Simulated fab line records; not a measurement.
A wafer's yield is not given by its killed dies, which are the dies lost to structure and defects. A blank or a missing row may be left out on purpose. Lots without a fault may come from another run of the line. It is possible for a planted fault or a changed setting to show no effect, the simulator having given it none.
Chamber matching    flow n5 finfet    rie diel-04 running N5_BEOL_M13_ETCH_59: 4 sister chambers
The step etches BARC in N2/H2, target depth 89 nm, overetch 26.7 nm, time 67.9 s. 8 wafers are shown with their chamber, then 10 later ones without.

EACH WAFER AND ITS CHAMBER
wafer   chamber  drypump motor current A (A)  showerhead plenum p Torr (Torr)
L081.5  1        5.4                          2.50
L083.1  2        5.1                          2.59
L083.4  3        5.8                          2.52
L087.2  2        5.1                          2.59
L087.4  0        5.3                          2.66
L087.6  0        5.3                          2.66
L088.3  3        5.8                          2.51
L088.4  1        5.5                          2.49

WAFERS WITHOUT THEIR CHAMBER
wafer   drypump motor current A (A)  showerhead plenum p Torr (Torr)
L088.5  5.1                          2.59
L093.2  5.1                          2.59
L093.3  5.4                          2.49
L093.4  5.8                          2.51
L094.3  5.9                          2.51
L094.4  5.4                          2.49
L094.6  5.5                          2.49
L096.1  5.3                          2.65
L096.2  5.8                          2.51
L096.6  5.1                          2.59

CHAMBER TAKEN BY EACH
wafer   from the rows above  in truth
L088.5  2                    2
L093.2  2                    2
L093.3  1                    1
L093.4  3                    3
L094.3  3                    3
L094.4  1                    1
L094.6  1                    1
L096.1  0                    0
L096.2  3                    3
L096.6  2                    2
Correct placement for 10 of the 10. From these rows, 0 cannot be placed. 0 placed wrongly.
How it was worked out, from the rows above alone: a wafer's distance from a chamber is the root of the sum, over the readings, of the square of ((its reading less the chamber's mean) divided by the reading's scatter). If the next closest chamber is less than 2 further off than the closest, the wafer can't be placed; otherwise it belongs to the closest. A chamber's mean is the mean of its shown wafers. The scatter: take each reading less its chamber's mean, square it, sum over the shown wafers, divide by the number of wafers less the number of chambers, and take the root.
